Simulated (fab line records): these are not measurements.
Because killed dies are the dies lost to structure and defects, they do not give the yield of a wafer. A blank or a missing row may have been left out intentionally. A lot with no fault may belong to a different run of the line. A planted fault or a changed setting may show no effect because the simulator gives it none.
Chamber matching	flow nandHarc	NHARC_A_SGD_CUT_ETCH_58 on rieDiel-05 has 4 sister chambers
The step etches the open film in CF4, target depth 39 nm, time 65 s. 4 wafers are shown with their chamber, then 9 later ones without.

## EACH WAFER AND ITS CHAMBER
wafer	chamber	drypumpMotorCurrentA (A)
L085.6	3	6.2
L087.1	2	5.5
L089.5	0	6.5
L089.6	1	6.3

## WAFERS WITHOUT THEIR CHAMBER
wafer	drypumpMotorCurrentA (A)
L093.1	6.4
L093.2	5.5
L093.3	6.2
L091.1	6.4
L091.3	6.3
L091.6	5.4
L097.1	5.4
L097.2	6.4
L097.6	6.2

## WHICH CHAMBER EACH ONE RAN IN
wafer	from the rows above	in truth
L093.1	can't be placed: 0 or 1 or 3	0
L093.2	2	2
L093.3	can't be placed: 3 or 1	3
L091.1	can't be placed: 0 or 1 or 3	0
L091.3	can't be placed: 1 or 3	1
L091.6	2	2
L097.1	2	2
L097.2	can't be placed: 0 or 1 or 3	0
L097.6	can't be placed: 3 or 1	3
3 of 9 placed correctly. Unplaceable from these rows: 6, with the true chamber sitting among the candidates in 6. Wrongly placed: 0.
How it was worked out, from the rows above alone: a wafer's distance from a chamber is the root of the sum, over the readings, of the square of ((its reading less the chamber's mean) divided by the reading's scatter). The wafer belongs to the nearest chamber; if the next one is less than 2 further off, it can't be placed. Each chamber's mean is taken over the wafers shown for it. The scatter: root of mean squared gap, hidden wafer to nearest shown wafer, with one shown wafer a chamber.
